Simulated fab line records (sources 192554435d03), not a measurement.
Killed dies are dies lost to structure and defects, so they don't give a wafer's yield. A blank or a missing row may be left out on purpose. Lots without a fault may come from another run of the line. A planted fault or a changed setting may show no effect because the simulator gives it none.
fab line records ; flow n5_finfet
record lots=5; wafers=15; last_day=19
route steps=1938 shown BEOL_M5@1177 BEOL_M6@1194 PASSIVATION@1936
lots with no fault: from the same line, run without faults
start_h: start of the lot's first displayed wafer, in hours after the record's first day ; wait_h: time in hours since the lot's previous step ; " unchanged from the row above ; L1.1+2: a row that stands for several wafers ; - either no value or no given start ; * or withheld: withheld ; < > ~ a bound
route shown NAME@n: NAME is a module with steps in the file, n the number in the route of the first one ; usual: mean/standard deviation taken from wafers without a fault ; same: alike in all rows ; chamber/n: place in a boat ; sites: each site's reading ; _std_site: standard deviation of those values ; _edge_site: inner sites' mean taken away from outer sites' mean ; radius_mm: how far each site lies from the wafer's centre ; mask NAME#n: copy n ; behind: tool/chamber where the wafer was last shaped ; hold: reason for holding the lot/hours on hold/outcome of the hold ; device: the n, p or np transistor that did not switch ; end of line: the route-end tests of the same wafers ; a step without rows: its recipe alone ; killed: count of dies lost to structure and defects at first sort (not the wafer's yield) ; map: per-die view of a wafer (x killed, . not killed, _ where there is no die)
set.NAME: setting as actually run; set.NAME@STEP: the setting as run at that earlier step ; model.NAME: the simulator's own value behind a step, which no gauge read
lots seen at some steps along the route; tables by step, rows by wafer
services: from which hour (start_h, from the record's first day; less than 0 if before it) a tool's chamber was out of use, for how many hours, and why
## steps
# step N5_BEOL_M5_SPUTTER_81
# recipe material=Cu; target_thk_a=150; temp_c=-20; chamber_pressure_pa=0.07; power_w=withheld; time_s=27.62
# step N5_BEOL_M5_ANNEAL_82
# recipe temp_c=400; time_s=1800; ambient=vacuum
# step N5_BEOL_M5_SPUTTER_83
# recipe material=Cu; target_thk_a=150; temp_c=-20; chamber_pressure_pa=0.07; power_w=withheld; time_s=27.62
# step N5_BEOL_M5_ANNEAL_84
# recipe temp_c=400; time_s=1800; ambient=vacuum
# step N5_BEOL_M5_SPUTTER_88
# recipe material=Cu; target_thk_a=150; temp_c=-20; chamber_pressure_pa=0.07; power_w=withheld; time_s=27.62
# step N5_BEOL_M5_ANNEAL_89
# recipe temp_c=400; time_s=1800; ambient=vacuum
# step N5_BEOL_M5_SPUTTER_90
# recipe material=Cu; target_thk_a=45; temp_c=-20; chamber_pressure_pa=0.07; power_w=withheld; time_s=8.29
# step N5_BEOL_M5_ECD_50
# recipe material=Cu; target_thk_a=3000
# step N5_BEOL_M5_ANNEAL_51
# recipe temp_c=225; time_s=90; ambient=N2
# step N5_BEOL_M5_CMP_52
# recipe stop_on=SiCOH_lowk; t_overpolish_s=6.9; down_force_psi=1; platen_rpm=50; clearing_platen_down_force_psi=1.5; clearing_platen_rpm=50; post_cmp_clean=cu_alkaline; target_thk_nm=62; clearing_platen_pad_velocity_m_s=0.99484; pad_velocity_m_s=0.99484
# step N5_BEOL_M5_PRE_CLEAN_77
# recipe gas=NH3/H2; time_s=15; temp_c=*; rf_power_w=300
# step N5_BEOL_M5_CO_CAP_78
# recipe material=Co; target_thk_a=20; temp_c=200; precursor=CCTBA/H2; pressure_torr=30; time_s=102.1
# usual heater_power_w=239/20
lot.wafer;tool;chamber;start_h;wait_h;heater_power_w
L956.1;cvd_co-01;1;216.95;0.0;217
L956.2;cvd_co-01;0;216.95;0.0;220
L956.5;cvd_co-01;0;216.95;0.0;220
L957.1;cvd_co-01;1;223.89;0.0;218
L957.2;cvd_co-01;0;223.89;0.0;220
L957.6;cvd_co-01;2;223.89;0.0;221
L960.1;cvd_co-01;0;244.82;0.0;220
L960.2;cvd_co-01;2;244.82;0.0;218
L960.4;cvd_co-01;1;244.82;0.0;210
L969.1;cvd_co-02;2;329.59;0.0;245
L969.2;cvd_co-02;0;329.59;0.0;242
L969.3;cvd_co-02;1;329.59;0.0;270
L973.2;cvd_co-01;1;344.20;0.0;211
L973.4;cvd_co-01;1;344.20;0.0;221
L973.5;cvd_co-01;0;344.20;0.0;222
# step N5_BEOL_M5_PRE_CLEAN_55
# recipe gas=NH3; time_s=15; temp_c=withheld; rf_power_w=300
# step N5_BEOL_M5_DEP_56
# recipe material=SiCN; target_thk_a=80; temp_c=withheld; precursor=3MS/NH3; pressure_torr=3; rf_w=202; time_s=14
# step N5_BEOL_M5_INSPECT_58
# recipe inspect_instrument=darkfield; mode=post_dep
# usual raw_defect_count=67/21
lot.wafer;tool;chamber;start_h;wait_h;raw_defect_count
L956.1;defect_inspect-02;-;217.16;0.0;1105
L956.2;defect_inspect-02;-;217.16;0.0;1057
L956.5;defect_inspect-02;-;217.16;0.0;1126
L957.1;defect_inspect-01;-;224.12;0.0;1035
L957.2;defect_inspect-01;-;224.12;0.0;1048
L957.6;defect_inspect-01;-;224.12;0.0;1083
L960.1;defect_inspect-01;-;245.17;0.1;1114
L960.2;defect_inspect-01;-;245.17;0.1;1042
L960.4;defect_inspect-01;-;245.17;0.1;1061
L969.1;defect_inspect-02;-;329.80;0.0;104
L969.2;defect_inspect-02;-;329.80;0.0;79
L969.3;defect_inspect-02;-;329.80;0.0;147
L973.2;defect_inspect-01;-;344.40;0.0;45
L973.4;defect_inspect-01;-;344.40;0.0;63
L973.5;defect_inspect-01;-;344.40;0.0;61
# step N5_BEOL_M6_ILD_DEP_00
# recipe material=SiCOH_lowk; target_thk_a=1797.5; temp_c=300; precursor=DEMS/porogen; pressure_torr=5; rf_w=500; time_s=33.4
# step N5_BEOL_M6_CURE_74
# recipe temp_c=385; time_s=240; ambient=He/Ar; material=SiCOH_lowk
# step N5_BEOL_M6_PECVD_70
# recipe material=SiO2; target_thk_a=200; temp_c=400; precursor=TEOS/O2; pressure_torr=5.5; rf_w=450; teos_flow_sccm=53.8; gas=O2; flow_sccm=3000; time_s=22.7
# step N5_BEOL_M6_HM_DEP_02
# recipe material=TiN; target_thk_a=200; temp_c=25; chamber_pressure_pa=0.49996
# step N5_BEOL_M6_COAT_59
# recipe resist=SOC; temp_c=250; time_s=60; spin_rpm=1500; resist_thk_nm=100
# step N5_BEOL_M6_COAT_60
# recipe resist=SiARC; temp_c=220; time_s=60; spin_rpm=1500; resist_thk_nm=35
# step N5_BEOL_M6_COAT_05
# recipe resist=CAR-ArF; spin_rpm=1500; resist_thk_nm=90
# step N5_BEOL_M6_EBR_07
# recipe solvent=PGMEA; ebr_width_mm=1.5
# step N5_BEOL_M6_SOFTBAKE_06
# recipe temp_c=110; time_s=60; resist=CAR-ArF
# step N5_BEOL_M6_EXPOSE_08
# recipe mask_id=M6; na=1.35; source_shape=dipole; sigma_inner=0.817; sigma_outer=0.97; polarization=te; dose_mj=68.25
# step N5_BEOL_M6_PEB_09
# recipe peb_temp_c=withheld; peb_time_s=60; resist=CAR-ArF
# step N5_BEOL_M6_DEVELOP_10
# recipe develop_time_s=30; developer=TMAH; resist=CAR-ArF; rinse_liquid=diw; dry=air_spin; dev_temp_c=23
# step N5_BEOL_M6_INSPECT_13
# recipe mode=adi; inspect_instrument=brightfield
# usual raw_defect_count=390/84
lot.wafer;tool;chamber;start_h;wait_h;raw_defect_count
L956.1;defect_inspect-02;-;219.27;0.0;1493
L956.2;defect_inspect-02;-;219.27;0.0;1473
L956.5;defect_inspect-02;-;219.27;0.0;1647
L957.1;defect_inspect-02;-;227.69;0.0;1283
L957.2;defect_inspect-02;-;227.69;0.0;1421
L957.6;defect_inspect-02;-;227.69;0.0;1402
L960.1;defect_inspect-01;-;247.63;0.0;1464
L960.2;defect_inspect-01;-;247.63;0.0;1382
L960.4;defect_inspect-01;-;247.63;0.0;1553
L969.1;defect_inspect-02;-;332.31;0.0;438
L969.2;defect_inspect-02;-;332.31;0.0;333
L969.3;defect_inspect-02;-;332.31;0.0;502
L973.2;defect_inspect-02;-;348.61;0.0;518
L973.4;defect_inspect-02;-;348.61;0.0;428
L973.5;defect_inspect-02;-;348.61;0.0;378
# step N5_BEOL_M6_DESCUM_16
# recipe chemistry=O2; time_s=7.9; source_power_w=50; bias_power_w=20; pressure_mtorr=20; rf_frequency_hz=2.712e+07; temp_c=40; resist=CAR-ArF; o2_flow_sccm=225
# step N5_BEOL_M6_ETCH_61
# recipe chemistry=CF4; target=SiARC; target_depth_a=455; mask_material=CAR-ArF; time_s=75.8; ion_energy_ev=80; pressure_mtorr=40; source_w=545; bias_w=36; Ar_flow_sccm=100; cf4_flow_sccm=100; ends=cleared
# step N5_BEOL_M6_ETCH_62
# recipe chemistry=N2/H2; target=SOC; target_depth_a=1100; overetch_a=220; mask_material=SiARC; temp_c=40; time_s=165; ion_energy_ev=200; pressure_mtorr=30; source_w=840; bias_w=150; n2_flow_sccm=200; h2_flow_sccm=200
# step N5_BEOL_M6_STRIP_68
# recipe chemistry=N2/H2; temp_c=40; n2_flow_sccm=200; h2_flow_sccm=200; rf_frequency_hz=6e+07
# step N5_BEOL_M6_STRIP_67
# recipe chemistry=CF4; resist=SiARC; power_w=300; bias_power_w=75; pressure_mtorr=50; cf4_flow_sccm=150; rf_frequency_hz=6e+07
# step N5_BEOL_M6_HM_OPEN_17
# recipe chemistry=Cl2/BCl3; target_depth_a=200; overetch_a=60; target=TiN; mask_material=SOC; ion_energy_ev=150; pressure_mtorr=10; icp_w=1000; bias_w=126; Cl2_flow_sccm=53.25; bcl3_flow_sccm=21.75; Ar_flow_sccm=25
# step N5_BEOL_M6_STRIP_19
# recipe chemistry=O2; power_w=400; temp_c=40; pressure_mtorr=30; rf_frequency_hz=6e+07; bias_power_w=0; overash_fraction=0.2; o2_flow_sccm=225
# step N5_BEOL_M6_COAT_63
# recipe resist=SOC; temp_c=250; time_s=60; spin_rpm=1500; resist_thk_nm=60
# step N5_BEOL_M6_INSPECT_30
# recipe mode=adi; inspect_instrument=brightfield
# usual raw_defect_count=384/87
lot.wafer;tool;chamber;start_h;wait_h;raw_defect_count
L956.1;defect_inspect-01;-;223.21;0.1;1438
L956.2;defect_inspect-01;-;223.21;0.1;1453
L956.5;defect_inspect-01;-;223.21;0.1;1607
L957.1;defect_inspect-01;-;228.71;0.1;1252
L957.2;defect_inspect-01;-;228.71;0.1;1355
L957.6;defect_inspect-01;-;228.71;0.1;1399
L960.1;defect_inspect-01;-;250.20;0.1;1437
L960.2;defect_inspect-01;-;250.20;0.1;1388
L960.4;defect_inspect-01;-;250.20;0.1;1569
L969.1;defect_inspect-01;-;333.40;0.1;398
L969.2;defect_inspect-01;-;333.40;0.1;313
L969.3;defect_inspect-01;-;333.40;0.1;475
L973.2;defect_inspect-01;-;351.50;0.0;477
L973.4;defect_inspect-01;-;351.50;0.0;405
L973.5;defect_inspect-01;-;351.50;0.0;354
# step N5_PASSIVATION_PROBE_49
# usual defect_limited_yield=91.0/1.6; killed_at_M0_to_M3=35/11; killed_at_M4_up=14/5.3; killed_at_contacts=13/6.7; killed_at_front_end=41/12; killed_at_other=3.9/2.7; killed_dies=106/19; killed_on_rim=14/4; killed_open=70/14; killed_short=35/8.8; sort_bin_5_function=5.3/1; sort_bin_6_memory=3.3/0.81; sort_n_pass=1073/19; sort_yield_pct=91.0/1.6
# same gross_dies=1180; killed_at_back_side=0; sort_bin_4_leakage[%]=0; sort_bin_8_speed[%]=0
lot.wafer;tool;chamber;start_h;wait_h;defect_limited_yield[%];killed_at_M0_to_M3;killed_at_M4_up;killed_at_contacts;killed_at_front_end;killed_at_other;killed_dies;killed_on_rim;killed_open;killed_short;sort_bin_5_function[%];sort_bin_6_memory[%];sort_n_pass;sort_yield_pct[%]
L956.1;prober-02;-;319.65;0.0;85.2;44;89;15;27;0;175;29;59;32;8.6;3.6;1005;85.2
L956.2;prober-02;-;319.70;0.1;82.1;47;139;6;18;1;211;18;51;31;11.1;3.6;969;82.1
L956.5;prober-02;-;319.85;0.2;82.5;23;135;10;36;3;207;29;51;23;9.6;3.3;973;82.5
L957.1;prober-01;-;323.98;0.0;85.6;31;83;3;52;1;170;24;63;31;8.3;3.5;1010;85.6
L957.2;prober-01;-;324.03;0.1;81.4;22;141;7;45;5;220;29;59;31;11.4;3.3;960;81.4
L957.6;prober-01;-;324.23;0.3;81.9;40;107;20;42;5;214;28;70;43;9.7;4.8;966;81.9
L960.1;prober-01;-;335.31;0.0;82.5;26;144;3;30;4;207;21;60;17;11.2;3.3;973;82.5
L960.2;prober-01;-;335.36;0.1;83.0;34;121;4;38;4;201;28;63;34;10.6;3.6;979;83.0
L960.4;prober-01;-;335.46;0.2;83.6;35;95;18;42;4;194;29;69;45;8.5;4.5;986;83.6
L969.2;prober-02;-;423.46;0.1;90.9;28;11;12;55;1;107;19;68;38;4.9;3.6;1073;90.9
L969.3;prober-02;-;423.51;0.1;93.0;20;6;7;48;2;83;17;63;20;4.3;2.5;1097;93.0
L973.2;prober-01;-;450.06;0.1;88.1;43;16;23;57;1;140;14;96;42;6.7;4.7;1040;88.1
L973.4;prober-01;-;450.16;0.2;92.5;25;4;16;42;1;88;15;54;34;4.7;2.5;1092;92.5
L973.5;prober-01;-;450.21;0.2;89.8;42;13;7;54;4;120;20;73;45;6.3;3.1;1060;89.8
# killed by level:class
L956.1 BEOL_M5:unspecified=80 MOL_CONTACT_COAG:geometric_particle:open=12 BEOL_M3:geometric_particle:open=12 BEOL_M0_SAQP:geometric_particle:short=8 FIN_SAQP:geometric_particle:open=7 BEOL_M1:geometric_particle:open=7 FIN_SAQP:geometric_particle:short=5 BEOL_M0_SAQP:geometric_particle:open=4
L956.2 BEOL_M5:unspecified=128 BEOL_M1:geometric_particle:short=12 BEOL_M3:geometric_particle:open=7 BEOL_M0_SAQP:geometric_particle:open=6 BEOL_M0:geometric_particle:open=6 FIN_SAQP:geometric_particle:open=5 BEOL_M2:geometric_particle:open=5 MOL_CONTACT_COAG:geometric_particle:open=4
L956.5 BEOL_M5:unspecified=127 MOL_CONTACT_COAG:geometric_particle:open=9 BEOL_M1:geometric_particle:open=9 FIN_SAQP:geometric_particle:open=8 BEOL_M0_SAQP:geometric_particle:short=5 HKMG_FIN:area_etch=5 STI_FIN_REVEAL:geometric_particle:open=4 BEOL_M4:geometric_particle:open=4
L957.1 BEOL_M5:unspecified=75 STI_FIN_REVEAL:geometric_particle:open=15 BEOL_M0_SAQP:geometric_particle:open=8 BEOL_M0_SAQP:geometric_particle:short=8 FIN_SAQP:geometric_particle:open=7 BEOL_M3:geometric_particle:open=7 STI_FIN_REVEAL:geometric_particle:short=6 BEOL_M1:geometric_particle:open=4
L957.2 BEOL_M5:unspecified=129 STI_FIN_REVEAL:geometric_particle:open=13 BEOL_M0_SAQP:geometric_particle:short=10 FIN_SAQP:geometric_particle:open=9 FIN_SAQP:geometric_particle:short=7 DUMMY_GATE:geometric_particle:open=7 MOL_CONTACT_COAG:geometric_particle:open=7 BEOL_M5:geometric_particle:open=6
L957.6 BEOL_M5:unspecified=101 MOL_CONTACT_COAG:geometric_particle:open=14 BEOL_M0_SAQP:geometric_particle:short=12 FIN_SAQP:geometric_particle:open=9 BEOL_M2:geometric_particle:open=9 FIN_SAQP:geometric_particle:short=7 STI_FIN_REVEAL:geometric_particle:open=7 MOL_CONTACT_COAG:geometric_particle:short=6
L960.1 BEOL_M5:unspecified=129 STI_FIN_REVEAL:geometric_particle:open=11 BEOL_M4:geometric_particle:open=9 BEOL_M3:geometric_particle:open=8 FIN_SAQP:geometric_particle:open=7 BEOL_M1:geometric_particle:open=7 MOL_CONTACT_COAG:geometric_particle:open=3 BEOL_M0_SAQP:geometric_particle:open=3
L960.2 BEOL_M5:unspecified=104 BEOL_M0_SAQP:geometric_particle:open=11 BEOL_M4:geometric_particle:open=11 FIN_SAQP:geometric_particle:short=10 BEOL_M0_SAQP:geometric_particle:short=10 FIN_SAQP:geometric_particle:open=9 STI_FIN_REVEAL:geometric_particle:open=5 DUMMY_GATE:geometric_particle:open=5
L960.4 BEOL_M5:unspecified=79 STI_FIN_REVEAL:geometric_particle:open=15 BEOL_M0_SAQP:geometric_particle:short=13 MOL_CONTACT_COAG:geometric_particle:open=11 FIN_SAQP:geometric_particle:short=8 MOL_CONTACT_COAG:geometric_particle:short=7 BEOL_M4:geometric_particle:open=6 DUMMY_GATE:geometric_particle:open=5
L969.2 FIN_SAQP:geometric_particle:open=13 GATE_CUT:geometric_particle:short=12 MOL_CONTACT_COAG:geometric_particle:open=11 STI_FIN_REVEAL:geometric_particle:open=10 FIN_SAQP:geometric_particle:short=8 BEOL_M1:geometric_particle:open=7 BEOL_M2:geometric_particle:open=7 STI_FIN_REVEAL:geometric_particle:short=5
L969.3 STI_FIN_REVEAL:geometric_particle:open=14 BEOL_M2:geometric_particle:open=10 FIN_SAQP:geometric_particle:open=8 FIN_SAQP:geometric_particle:short=8 BEOL_M3:geometric_particle:open=6 DUMMY_GATE:geometric_particle:open=5 GATE_CUT:geometric_particle:open=4 MOL_CONTACT_COAG:geometric_particle:open=4
L973.2 STI_FIN_REVEAL:geometric_particle:open=23 MOL_CONTACT_COAG:geometric_particle:open=18 BEOL_M0_SAQP:geometric_particle:short=14 BEOL_M0_SAQP:geometric_particle:open=12 STARTING-WAFER:geometric_particle:open=8 BEOL_M4:geometric_particle:open=7 BEOL_M2:geometric_particle:open=7 FIN_SAQP:geometric_particle:open=5
L973.4 MOL_CONTACT_COAG:geometric_particle:open=14 STI_FIN_REVEAL:geometric_particle:open=9 FIN_SAQP:geometric_particle:open=7 FIN_SAQP:geometric_particle:short=7 BEOL_M0_SAQP:geometric_particle:short=7 BEOL_M0_SAQP:geometric_particle:open=5 BEOL_M1:geometric_particle:short=4 DUMMY_GATE:geometric_particle:open=4
L973.5 STI_FIN_REVEAL:geometric_particle:open=16 BEOL_M0_SAQP:geometric_particle:short=13 BEOL_M0_SAQP:geometric_particle:open=13 FIN_SAQP:geometric_particle:short=10 GATE_CUT:geometric_particle:short=8 BEOL_M2:geometric_particle:open=7 MOL_CONTACT_COAG:geometric_particle:open=6 FIN_SAQP:geometric_particle:open=5
# map L956.2 (x killed, . not)
_________________............________________
______________.....x............_____________
___________.....x..................__________
__________......xx..x.......x......._________
________..x....x...................xx._______
_______.....x..........................______
______.................x................_____
_____....x.x.....x.......................____
____..........x........................x..___
___............x.x...................x...x.__
___..x.................x...........x..xxxx.__
__.......................x.....x...x.xxxxx.x_
__......................x........xxxxxxxxxxx_
_.....xx....x........x.............xxxxxxxxxx
_................................xxxxxxxxxxxx
_....x.........x.................xxxxxxxxxxxx
_.............x.....x.........x.xxxxxxxxxxxxx
_...x...x.x................x....xxxxxxxxxxxxx
_...xx.x......x...x..x....x...x.xxxxxxxxxxxxx
_................x...........x...xxxxxxxxxxxx
_.....................x..x......x.xxxxxxxxxxx
__..................x..x.........x...xxx..xx_
__...........x.......x...........x..x.x..x.._
___.......x......................xx.....x..__
___......................x...........x.....__
____......................................___
_____......x...................x.........____
______............x........x..x....xx..._____
_______...................x............______
________.........x.....x..x.......x..._______
__________.......x.x.....xx........._________
___________.x.............x.x......__________
______________.............x...._____________
_________________............________________
# map L957.2 (x killed, . not)
_________________............________________
______________........x.......x._____________
___________..x...x.................__________
__________.........................x_________
________...xx..xx.................x..._______
_______...x.....................x.....x______
______.................................._____
_____...........................x.x.....x____
____...........x..........................___
___..x..................x...x.....x.x.....x__
___.................x.x............x.xx.x..__
__..........x...............x..x.....xxx.x.._
__.x.........x.......x..........x..xxxxxxxxx_
_....x..........x.......x.......xxxxxxxxxxxxx
_.............................xx..xxxxxxxxxxx
_x.........x....xx..............xxxxxxxxxxxxx
_x........xx.....................xxxxxxxxxxxx
_..........x.....x.......x.....x.xxxxxxxxxxxx
_......x........................xxxxxxxxxxxx.
_...x.............x..x...........xxxxxxxxxxxx
_...x.x...x........x............xxxxxxxxxxxxx
__x.........................x.....xxxxxxxxxx_
__.x.......................x.......x.x.xx..x_
___.............x..x..x..x.................__
___............x.......x.............x.....__
____.......x..x.............x.............___
_____.......x...........x..............x.____
______.xx........x........x............._____
_______.x..................x...........______
________.........x...................._______
__________.x.......x.x....x........._________
___________....x.........x......x..__________
______________.............xx..._____________
_________________.........x..________________
## services
tool;chamber;start_h;hours;kind
cvd_co-02;1;205.20;2.7;repair
cvd_co-02;-;212.92;3.2;repair
cvd_co-02;-;223.41;0.7;repair
cvd_co-01;-;272.76;6.0;pm
cvd_co-02;-;328.35;1.1;repair
cvd_co-02;1;333.33;-;clean
cvd_co-02;1;333.33;22.0;scheduled_down
cvd_co-02;1;333.33;22.0;vent_cycle
## key
first_sign step=N5_BEOL_M5_INSPECT_58; reading=raw_defect_count; direction=up; sigmas=49; usual=67; struck=1075
effect step=N5_BEOL_M6_INSPECT_13; reading=raw_defect_count; direction=up; sigmas=13; usual=390; struck=1458
effect step=N5_BEOL_M6_INSPECT_30; reading=raw_defect_count; direction=up; sigmas=12; usual=384; struck=1433
effect step=N5_PASSIVATION_PROBE_49; reading=killed_at_M4_up; direction=up; sigmas=20; usual=14; struck=117
more_kills_born_at N5_BEOL_M5_CO_CAP_78@cvd_co-01=952
met_at N5_BEOL_M5_CO_CAP_78
struck_wafers L956.1,L956.2,L956.5,L957.1,L957.2,L957.6,L960.1,L960.2,L960.4
fault kind=chamber_particle_source; tool=cvd_co-01; chamber=-; onset_h=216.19; steps=N5_BEOL_M5_CO_CAP_78; rate_per_visit_cm2=1.5749; end_h=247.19
